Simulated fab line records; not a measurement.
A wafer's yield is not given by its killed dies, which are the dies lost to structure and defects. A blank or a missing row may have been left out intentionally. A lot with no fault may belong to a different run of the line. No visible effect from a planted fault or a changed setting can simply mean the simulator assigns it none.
fab line records :: flow n5Finfet
record:
  lots: 13
  wafers: 39
  lastDay: 18
route steps=1938 shown SD_ACTIVATION@330 ILD0@345
lots that met no fault: from a run of the same line without faults
startH: hours from the record's opening day to when the first of the lot's shown wafers began :: waitH: hours from the lot's prior step to this one :: " same as the row above :: L1.1+2: several wafers, shown together as one row :: - either no value or no given start :: * or withheld: withheld :: < > ~ a bound
route shown NAME@n: names a module that has steps shown in the file, with the first one's number in the route :: usual: average and standard deviation across the fault-free wafers :: same: alike in all rows :: chamber/n: place in a boat :: sites: the reading at each site :: _std_site: standard deviation across them :: _edge_site: inner sites' mean taken away from outer sites' mean :: radiusMm: how far each site lies from the wafer's centre :: mask NAME#n: copy n :: behind: tool/chamber where the wafer was last shaped :: hold: what put the lot on hold/how long, in hours/how the hold closed :: device: which transistor (n, p or np) failed to switch :: end of line: at the end of the route, the tests of the same wafers :: a step without rows: its recipe alone :: killed: dies lost to structure and defects at the first sort, not the wafer's yield :: map: shows each die of a wafer: x if killed, . if not, _ if none is there
set.NAME: the setting the step ran with; set.NAME@STEP: the setting that earlier step ran with :: model.NAME: the simulator's own value behind a step, which no gauge read
steps of the route over a sample of lots; a table a step, a row a wafer
services: the hour from which a tool's chamber was out of use, counted from the record's first day as startH (under 0 if before that day), plus the number of hours and why
== steps ==
step: N5_SD_ACTIVATION_RTA_00
recipe:
  tempC: 975
  timeS: 0
  ambient: N2
  idleTempC: 600
  rampUpCPerS: 150
  rampDownCPerS: 60
  coolToC: 600
usual:
  lampPowerPct: 8.97/0.05
  wafer_temp_C_max: 975.0/1.8
lot.wafer: L391.3
tool: rtpAnneal-01
chamber: 0
startH: 59.49
waitH: 0.3
lampPowerPct: 8.94
wafer_temp_C_max: 974.7

lot.wafer: L391.5
tool: rtpAnneal-01
chamber: 0
startH: 59.49
waitH: 0.3
lampPowerPct: 9.06
wafer_temp_C_max: 976.9

lot.wafer: L391.6
tool: rtpAnneal-01
chamber: 0
startH: 59.49
waitH: 0.3
lampPowerPct: 8.94
wafer_temp_C_max: 976.3

lot.wafer: L392.2
tool: rtpAnneal-01
chamber: 0
startH: 64.11
waitH: 0.1
lampPowerPct: 9.02
wafer_temp_C_max: 974.7

lot.wafer: L392.5
tool: rtpAnneal-01
chamber: 0
startH: 64.11
waitH: 0.1
lampPowerPct: 8.97
wafer_temp_C_max: 974.9

lot.wafer: L392.6
tool: rtpAnneal-01
chamber: 0
startH: 64.11
waitH: 0.1
lampPowerPct: 9.02
wafer_temp_C_max: 972.4

lot.wafer: L393.1
tool: rtpAnneal-01
chamber: 0
startH: 74.46
waitH: 0.0
lampPowerPct: 8.93
wafer_temp_C_max: 976.1

lot.wafer: L393.4
tool: rtpAnneal-01
chamber: 0
startH: 74.46
waitH: 0.0
lampPowerPct: 9.07
wafer_temp_C_max: 975.9

lot.wafer: L393.6
tool: rtpAnneal-01
chamber: 0
startH: 74.46
waitH: 0.0
lampPowerPct: 8.99
wafer_temp_C_max: 978.7

lot.wafer: L395.3
tool: rtpAnneal-01
chamber: 0
startH: 81.46
waitH: 0.1
lampPowerPct: 9.03
wafer_temp_C_max: 975.8

lot.wafer: L395.4
tool: rtpAnneal-01
chamber: 0
startH: 81.46
waitH: 0.1
lampPowerPct: 8.88
wafer_temp_C_max: 973.1

lot.wafer: L395.6
tool: rtpAnneal-01
chamber: 0
startH: 81.46
waitH: 0.1
lampPowerPct: 8.97
wafer_temp_C_max: 973.0

lot.wafer: L396.1
tool: rtpAnneal-02
chamber: 0
startH: 87.12
waitH: 0.0
lampPowerPct: 8.97
wafer_temp_C_max: 971.8

lot.wafer: L396.4
tool: rtpAnneal-02
chamber: 0
startH: 87.12
waitH: 0.0
lampPowerPct: 8.96
wafer_temp_C_max: 977.1

lot.wafer: L396.6
tool: rtpAnneal-02
chamber: 0
startH: 87.12
waitH: 0.0
lampPowerPct: 8.92
wafer_temp_C_max: 972.8

lot.wafer: L397.1
tool: rtpAnneal-02
chamber: 0
startH: 93.52
waitH: 0.0
lampPowerPct: 8.90
wafer_temp_C_max: 975.2

lot.wafer: L397.2
tool: rtpAnneal-02
chamber: 0
startH: 93.52
waitH: 0.0
lampPowerPct: 8.94
wafer_temp_C_max: 977.9

lot.wafer: L397.3
tool: rtpAnneal-02
chamber: 0
startH: 93.52
waitH: 0.0
lampPowerPct: 8.95
wafer_temp_C_max: 973.8

lot.wafer: L398.2
tool: rtpAnneal-01
chamber: 0
startH: 103.87
waitH: 0.1
lampPowerPct: 9.07
wafer_temp_C_max: 974.5

lot.wafer: L398.4
tool: rtpAnneal-01
chamber: 0
startH: 103.87
waitH: 0.1
lampPowerPct: 8.92
wafer_temp_C_max: 975.8

lot.wafer: L398.6
tool: rtpAnneal-01
chamber: 0
startH: 103.87
waitH: 0.1
lampPowerPct: 8.95
wafer_temp_C_max: 976.9

lot.wafer: L399.2
tool: rtpAnneal-01
chamber: 0
startH: 109.67
waitH: 0.1
lampPowerPct: 8.94
wafer_temp_C_max: 973.2

lot.wafer: L399.3
tool: rtpAnneal-01
chamber: 0
startH: 109.67
waitH: 0.1
lampPowerPct: 8.99
wafer_temp_C_max: 972.1

lot.wafer: L399.6
tool: rtpAnneal-01
chamber: 0
startH: 109.67
waitH: 0.1
lampPowerPct: 8.96
wafer_temp_C_max: 975.5

lot.wafer: L403.2
tool: rtpAnneal-02
chamber: 0
startH: 136.56
waitH: 0.1
lampPowerPct: 8.94
wafer_temp_C_max: 976.7

lot.wafer: L403.4
tool: rtpAnneal-02
chamber: 0
startH: 136.56
waitH: 0.1
lampPowerPct: 9.02
wafer_temp_C_max: 976.9

lot.wafer: L403.6
tool: rtpAnneal-02
chamber: 0
startH: 136.56
waitH: 0.1
lampPowerPct: 8.89
wafer_temp_C_max: 975.5

lot.wafer: L405.1
tool: rtpAnneal-02
chamber: 0
startH: 144.47
waitH: 0.0
lampPowerPct: 9.03
wafer_temp_C_max: 973.7

lot.wafer: L405.2
tool: rtpAnneal-02
chamber: 0
startH: 144.47
waitH: 0.0
lampPowerPct: 8.91
wafer_temp_C_max: 978.5

lot.wafer: L405.3
tool: rtpAnneal-02
chamber: 0
startH: 144.47
waitH: 0.0
lampPowerPct: 8.98
wafer_temp_C_max: 974.6

lot.wafer: L410.1
tool: rtpAnneal-01
chamber: 0
startH: 171.55
waitH: 0.0
lampPowerPct: 8.99
wafer_temp_C_max: 974.8

lot.wafer: L410.4
tool: rtpAnneal-01
chamber: 0
startH: 171.55
waitH: 0.0
lampPowerPct: 8.96
wafer_temp_C_max: 978.9

lot.wafer: L410.6
tool: rtpAnneal-01
chamber: 0
startH: 171.55
waitH: 0.0
lampPowerPct: 8.96
wafer_temp_C_max: 975.4

lot.wafer: L412.3
tool: rtpAnneal-01
chamber: 0
startH: 191.18
waitH: 0.1
lampPowerPct: 9.02
wafer_temp_C_max: 972.7

lot.wafer: L412.5
tool: rtpAnneal-01
chamber: 0
startH: 191.18
waitH: 0.1
lampPowerPct: 8.99
wafer_temp_C_max: 976.6

lot.wafer: L412.6
tool: rtpAnneal-01
chamber: 0
startH: 191.18
waitH: 0.1
lampPowerPct: 8.94
wafer_temp_C_max: 975.1

lot.wafer: L414.2
tool: rtpAnneal-02
chamber: 0
startH: 196.40
waitH: 0.1
lampPowerPct: 8.96
wafer_temp_C_max: 974.8

lot.wafer: L414.4
tool: rtpAnneal-02
chamber: 0
startH: 196.40
waitH: 0.1
lampPowerPct: 8.97
wafer_temp_C_max: 978.1

lot.wafer: L414.5
tool: rtpAnneal-02
chamber: 0
startH: 196.40
waitH: 0.1
lampPowerPct: 8.95
wafer_temp_C_max: 975.7
step: N5_SD_ACTIVATION_LSA_01
recipe:
  tempC: 1080
  timeS: 0.0008
  ambient: N2
usual:
  wafer_temp_C_max: 1086.4/2.9
lot.wafer: L391.3
tool: laserAnneal-02
chamber: 0
startH: 59.71
waitH: 0.2
wafer_temp_C_max: 1083.1

lot.wafer: L391.5
tool: laserAnneal-02
chamber: 0
startH: 59.71
waitH: 0.2
wafer_temp_C_max: 1083.2

lot.wafer: L391.6
tool: laserAnneal-02
chamber: 0
startH: 59.71
waitH: 0.2
wafer_temp_C_max: 1083.3

lot.wafer: L392.2
tool: laserAnneal-01
chamber: 0
startH: 64.32
waitH: 0.2
wafer_temp_C_max: 1087.4

lot.wafer: L392.5
tool: laserAnneal-01
chamber: 0
startH: 64.32
waitH: 0.2
wafer_temp_C_max: 1089.2

lot.wafer: L392.6
tool: laserAnneal-01
chamber: 0
startH: 64.32
waitH: 0.2
wafer_temp_C_max: 1087.1

lot.wafer: L393.1
tool: laserAnneal-02
chamber: 0
startH: 74.66
waitH: 0.2
wafer_temp_C_max: 1084.2

lot.wafer: L393.4
tool: laserAnneal-02
chamber: 0
startH: 74.66
waitH: 0.2
wafer_temp_C_max: 1083.4

lot.wafer: L393.6
tool: laserAnneal-02
chamber: 0
startH: 74.66
waitH: 0.2
wafer_temp_C_max: 1083.3

lot.wafer: L395.3
tool: laserAnneal-02
chamber: 0
startH: 81.66
waitH: 0.2
wafer_temp_C_max: 1083.5

lot.wafer: L395.4
tool: laserAnneal-02
chamber: 0
startH: 81.66
waitH: 0.2
wafer_temp_C_max: 1084.6

lot.wafer: L395.6
tool: laserAnneal-02
chamber: 0
startH: 81.66
waitH: 0.2
wafer_temp_C_max: 1085.5

lot.wafer: L396.1
tool: laserAnneal-01
chamber: 0
startH: 87.32
waitH: 0.2
wafer_temp_C_max: 1090.5

lot.wafer: L396.4
tool: laserAnneal-01
chamber: 0
startH: 87.32
waitH: 0.2
wafer_temp_C_max: 1090.6

lot.wafer: L396.6
tool: laserAnneal-01
chamber: 0
startH: 87.32
waitH: 0.2
wafer_temp_C_max: 1091.4

lot.wafer: L397.1
tool: laserAnneal-02
chamber: 0
startH: 93.73
waitH: 0.2
wafer_temp_C_max: 1083.3

lot.wafer: L397.2
tool: laserAnneal-02
chamber: 0
startH: 93.73
waitH: 0.2
wafer_temp_C_max: 1084.5

lot.wafer: L397.3
tool: laserAnneal-02
chamber: 0
startH: 93.73
waitH: 0.2
wafer_temp_C_max: 1084.2

lot.wafer: L398.2
tool: laserAnneal-01
chamber: 0
startH: 104.08
waitH: 0.2
wafer_temp_C_max: 1089.7

lot.wafer: L398.4
tool: laserAnneal-01
chamber: 0
startH: 104.08
waitH: 0.2
wafer_temp_C_max: 1088.3

lot.wafer: L398.6
tool: laserAnneal-01
chamber: 0
startH: 104.08
waitH: 0.2
wafer_temp_C_max: 1090.1

lot.wafer: L399.2
tool: laserAnneal-02
chamber: 0
startH: 109.87
waitH: 0.2
wafer_temp_C_max: 1082.4

lot.wafer: L399.3
tool: laserAnneal-02
chamber: 0
startH: 109.87
waitH: 0.2
wafer_temp_C_max: 1084.4

lot.wafer: L399.6
tool: laserAnneal-02
chamber: 0
startH: 109.87
waitH: 0.2
wafer_temp_C_max: 1083.6

lot.wafer: L403.2
tool: laserAnneal-02
chamber: 0
startH: 136.76
waitH: 0.2
wafer_temp_C_max: 1105.7

lot.wafer: L403.4
tool: laserAnneal-02
chamber: 0
startH: 136.76
waitH: 0.2
wafer_temp_C_max: 1106.7

lot.wafer: L403.6
tool: laserAnneal-02
chamber: 0
startH: 136.76
waitH: 0.2
wafer_temp_C_max: 1105.5

lot.wafer: L405.1
tool: laserAnneal-02
chamber: 0
startH: 144.67
waitH: 0.2
wafer_temp_C_max: 1108.6

lot.wafer: L405.2
tool: laserAnneal-02
chamber: 0
startH: 144.67
waitH: 0.2
wafer_temp_C_max: 1107.1

lot.wafer: L405.3
tool: laserAnneal-02
chamber: 0
startH: 144.67
waitH: 0.2
wafer_temp_C_max: 1105.5

lot.wafer: L410.1
tool: laserAnneal-01
chamber: 0
startH: 171.75
waitH: 0.2
wafer_temp_C_max: 1086.3

lot.wafer: L410.4
tool: laserAnneal-01
chamber: 0
startH: 171.75
waitH: 0.2
wafer_temp_C_max: 1086.8

lot.wafer: L410.6
tool: laserAnneal-01
chamber: 0
startH: 171.75
waitH: 0.2
wafer_temp_C_max: 1088.8

lot.wafer: L412.3
tool: laserAnneal-01
chamber: 0
startH: 191.38
waitH: 0.2
wafer_temp_C_max: 1090.1

lot.wafer: L412.5
tool: laserAnneal-01
chamber: 0
startH: 191.38
waitH: 0.2
wafer_temp_C_max: 1088.9

lot.wafer: L412.6
tool: laserAnneal-01
chamber: 0
startH: 191.38
waitH: 0.2
wafer_temp_C_max: 1088.9

lot.wafer: L414.2
tool: laserAnneal-01
chamber: 0
startH: 196.60
waitH: 0.2
wafer_temp_C_max: 1089.4

lot.wafer: L414.4
tool: laserAnneal-01
chamber: 0
startH: 196.60
waitH: 0.2
wafer_temp_C_max: 1086.5

lot.wafer: L414.5
tool: laserAnneal-01
chamber: 0
startH: 196.60
waitH: 0.2
wafer_temp_C_max: 1089.4
step: N5_ILD0_THK_MEAS_13
usual:
  thkNm: 18.0/1.2
lot.wafer: L391.3
tool: filmMetro-02
chamber: -
startH: 67.92
waitH: -
thkNm: 18.9

lot.wafer: L391.5
tool: filmMetro-02
chamber: -
startH: 67.92
waitH: -
thkNm: 20.2

lot.wafer: L391.6
tool: filmMetro-02
chamber: -
startH: 67.92
waitH: -
thkNm: 19.5

lot.wafer: L392.2
tool: filmMetro-02
chamber: -
startH: 71.26
waitH: -
thkNm: 20.3

lot.wafer: L392.5
tool: filmMetro-02
chamber: -
startH: 71.26
waitH: -
thkNm: 19.7

lot.wafer: L392.6
tool: filmMetro-02
chamber: -
startH: 71.26
waitH: -
thkNm: 19.2

lot.wafer: L393.1
tool: filmMetro-02
chamber: -
startH: 82.41
waitH: -
thkNm: 18.6

lot.wafer: L393.4
tool: filmMetro-02
chamber: -
startH: 82.41
waitH: -
thkNm: 18.0

lot.wafer: L393.6
tool: filmMetro-02
chamber: -
startH: 82.41
waitH: -
thkNm: 18.4

lot.wafer: L395.3
tool: filmMetro-02
chamber: -
startH: 89.69
waitH: -
thkNm: 20.2

lot.wafer: L395.4
tool: filmMetro-02
chamber: -
startH: 89.69
waitH: -
thkNm: 20.1

lot.wafer: L395.6
tool: filmMetro-02
chamber: -
startH: 89.69
waitH: -
thkNm: 19.1

lot.wafer: L396.1
tool: filmMetro-02
chamber: -
startH: 96.29
waitH: -
thkNm: 18.4

lot.wafer: L396.4
tool: filmMetro-02
chamber: -
startH: 96.29
waitH: -
thkNm: 17.8

lot.wafer: L396.6
tool: filmMetro-02
chamber: -
startH: 96.29
waitH: -
thkNm: 18.2

lot.wafer: L397.1
tool: filmMetro-01
chamber: -
startH: 100.74
waitH: -
thkNm: 14.9

lot.wafer: L397.2
tool: filmMetro-01
chamber: -
startH: 100.74
waitH: -
thkNm: 17.5

lot.wafer: L397.3
tool: filmMetro-01
chamber: -
startH: 100.74
waitH: -
thkNm: 17.0

lot.wafer: L398.2
tool: filmMetro-02
chamber: -
startH: 110.87
waitH: -
thkNm: 15.7

lot.wafer: L398.4
tool: filmMetro-02
chamber: -
startH: 110.87
waitH: -
thkNm: 16.3

lot.wafer: L398.6
tool: filmMetro-02
chamber: -
startH: 110.87
waitH: -
thkNm: 17.8

lot.wafer: L399.2
tool: filmMetro-01
chamber: -
startH: 116.74
waitH: -
thkNm: 14.3

lot.wafer: L399.3
tool: filmMetro-01
chamber: -
startH: 116.74
waitH: -
thkNm: 17.1

lot.wafer: L399.6
tool: filmMetro-01
chamber: -
startH: 116.74
waitH: -
thkNm: 18.5

lot.wafer: L403.2
tool: filmMetro-01
chamber: -
startH: 143.51
waitH: -
thkNm: 15.0

lot.wafer: L403.4
tool: filmMetro-01
chamber: -
startH: 143.51
waitH: -
thkNm: 18.2

lot.wafer: L403.6
tool: filmMetro-01
chamber: -
startH: 143.51
waitH: -
thkNm: 17.9

lot.wafer: L405.1
tool: filmMetro-02
chamber: -
startH: 151.44
waitH: -
thkNm: 18.3

lot.wafer: L405.2
tool: filmMetro-02
chamber: -
startH: 151.44
waitH: -
thkNm: 20.0

lot.wafer: L405.3
tool: filmMetro-02
chamber: -
startH: 151.44
waitH: -
thkNm: 20.1

lot.wafer: L410.1
tool: filmMetro-02
chamber: -
startH: 180.64
waitH: -
thkNm: 16.1

lot.wafer: L410.4
tool: filmMetro-02
chamber: -
startH: 180.64
waitH: -
thkNm: 18.7

lot.wafer: L410.6
tool: filmMetro-02
chamber: -
startH: 180.64
waitH: -
thkNm: 18.9

lot.wafer: L412.3
tool: filmMetro-02
chamber: -
startH: 198.10
waitH: -
thkNm: 18.2

lot.wafer: L412.5
tool: filmMetro-02
chamber: -
startH: 198.10
waitH: -
thkNm: 18.4

lot.wafer: L412.6
tool: filmMetro-02
chamber: -
startH: 198.10
waitH: -
thkNm: 19.1

lot.wafer: L414.2
tool: filmMetro-01
chamber: -
startH: 203.93
waitH: -
thkNm: 17.8

lot.wafer: L414.4
tool: filmMetro-01
chamber: -
startH: 203.93
waitH: -
thkNm: 17.5

lot.wafer: L414.5
tool: filmMetro-01
chamber: -
startH: 203.93
waitH: -
thkNm: 18.4
step: N5_ILD0_INSPECT_06
recipe:
  inspectInstrument: darkfield
  mode: postCmp
usual:
  rawDefectCount: 37/18
lot.wafer: L391.3
tool: defectInspect-02
chamber: -
startH: 67.95
waitH: 0.0
rawDefectCount: 28

lot.wafer: L391.5
tool: defectInspect-02
chamber: -
startH: 67.95
waitH: 0.0
rawDefectCount: 46

lot.wafer: L391.6
tool: defectInspect-02
chamber: -
startH: 67.95
waitH: 0.0
rawDefectCount: 32

lot.wafer: L392.2
tool: defectInspect-02
chamber: -
startH: 71.28
waitH: 0.0
rawDefectCount: 42

lot.wafer: L392.5
tool: defectInspect-02
chamber: -
startH: 71.28
waitH: 0.0
rawDefectCount: 25

lot.wafer: L392.6
tool: defectInspect-02
chamber: -
startH: 71.28
waitH: 0.0
rawDefectCount: 28

lot.wafer: L393.1
tool: defectInspect-01
chamber: -
startH: 82.43
waitH: 0.0
rawDefectCount: 50

lot.wafer: L393.4
tool: defectInspect-01
chamber: -
startH: 82.43
waitH: 0.0
rawDefectCount: 30

lot.wafer: L393.6
tool: defectInspect-01
chamber: -
startH: 82.43
waitH: 0.0
rawDefectCount: 41

lot.wafer: L395.3
tool: defectInspect-01
chamber: -
startH: 89.72
waitH: 0.0
rawDefectCount: 38

lot.wafer: L395.4
tool: defectInspect-01
chamber: -
startH: 89.72
waitH: 0.0
rawDefectCount: 48

lot.wafer: L395.6
tool: defectInspect-01
chamber: -
startH: 89.72
waitH: 0.0
rawDefectCount: 72

lot.wafer: L396.1
tool: defectInspect-01
chamber: -
startH: 96.32
waitH: 0.0
rawDefectCount: 74

lot.wafer: L396.4
tool: defectInspect-01
chamber: -
startH: 96.32
waitH: 0.0
rawDefectCount: 54

lot.wafer: L396.6
tool: defectInspect-01
chamber: -
startH: 96.32
waitH: 0.0
rawDefectCount: 36

lot.wafer: L397.1
tool: defectInspect-02
chamber: -
startH: 100.77
waitH: 0.0
rawDefectCount: 24

lot.wafer: L397.2
tool: defectInspect-02
chamber: -
startH: 100.77
waitH: 0.0
rawDefectCount: 19

lot.wafer: L397.3
tool: defectInspect-02
chamber: -
startH: 100.77
waitH: 0.0
rawDefectCount: 26

lot.wafer: L398.2
tool: defectInspect-01
chamber: -
startH: 110.90
waitH: 0.0
rawDefectCount: 16

lot.wafer: L398.4
tool: defectInspect-01
chamber: -
startH: 110.90
waitH: 0.0
rawDefectCount: 18

lot.wafer: L398.6
tool: defectInspect-01
chamber: -
startH: 110.90
waitH: 0.0
rawDefectCount: 24

lot.wafer: L399.2
tool: defectInspect-02
chamber: -
startH: 116.77
waitH: 0.0
rawDefectCount: 21

lot.wafer: L399.3
tool: defectInspect-02
chamber: -
startH: 116.77
waitH: 0.0
rawDefectCount: 35

lot.wafer: L399.6
tool: defectInspect-02
chamber: -
startH: 116.77
waitH: 0.0
rawDefectCount: 22

lot.wafer: L403.2
tool: defectInspect-01
chamber: -
startH: 143.54
waitH: 0.0
rawDefectCount: 48

lot.wafer: L403.4
tool: defectInspect-01
chamber: -
startH: 143.54
waitH: 0.0
rawDefectCount: 74

lot.wafer: L403.6
tool: defectInspect-01
chamber: -
startH: 143.54
waitH: 0.0
rawDefectCount: 30

lot.wafer: L405.1
tool: defectInspect-01
chamber: -
startH: 151.47
waitH: 0.0
rawDefectCount: 40

lot.wafer: L405.2
tool: defectInspect-01
chamber: -
startH: 151.47
waitH: 0.0
rawDefectCount: 27

lot.wafer: L405.3
tool: defectInspect-01
chamber: -
startH: 151.47
waitH: 0.0
rawDefectCount: 16

lot.wafer: L410.1
tool: defectInspect-02
chamber: -
startH: 180.67
waitH: 0.0
rawDefectCount: 48

lot.wafer: L410.4
tool: defectInspect-02
chamber: -
startH: 180.67
waitH: 0.0
rawDefectCount: 17

lot.wafer: L410.6
tool: defectInspect-02
chamber: -
startH: 180.67
waitH: 0.0
rawDefectCount: 25

lot.wafer: L412.3
tool: defectInspect-02
chamber: -
startH: 198.12
waitH: 0.0
rawDefectCount: 14

lot.wafer: L412.5
tool: defectInspect-02
chamber: -
startH: 198.12
waitH: 0.0
rawDefectCount: 18

lot.wafer: L412.6
tool: defectInspect-02
chamber: -
startH: 198.12
waitH: 0.0
rawDefectCount: 35

lot.wafer: L414.2
tool: defectInspect-02
chamber: -
startH: 203.95
waitH: 0.0
rawDefectCount: 26

lot.wafer: L414.4
tool: defectInspect-02
chamber: -
startH: 203.95
waitH: 0.0
rawDefectCount: 17

lot.wafer: L414.5
tool: defectInspect-02
chamber: -
startH: 203.95
waitH: 0.0
rawDefectCount: 15
== services ==
tool: laserAnneal-02
chamber: -
startH: 52.10
hours: 5.9
kind: repair

tool: laserAnneal-02
chamber: -
startH: 138.18
hours: 4.0
kind: pm

tool: laserAnneal-01
chamber: -
startH: 142.20
hours: 1.6
kind: pm
== key ==
firstSign:
  step: N5_SD_ACTIVATION_LSA_01
  reading: wafer_temp_C_max
  direction: up
  sigmas: 7
  usual: *
  struck: *
effect none on later readings
metAt N5_SD_ACTIVATION_LSA_01
struckLots L403,L405
testerLeftOut L403,L405
notActingAt N5_SD_ACTIVATION_RTA_00,N5_ILD0_THK_MEAS_13,N5_ILD0_INSPECT_06
onsetBetween 109.87 136.76
fault:
  kind: processParameterDrift
  tool: laserAnneal-02
  chamber: -
  onsetH: 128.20
  steps: N5_SD_ACTIVATION_LSA_01
  channel: tempC
  offset: *
  shape: step
  endH: 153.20
  stated: *
testerLeftOut: of these lots the tester's yield and bins aren't shown, on N5 and GAA mostly nor the transistor test; their killed dies are dies lost to structure and defects alone, not to doping, threshold or leakage, so they don't give the yield
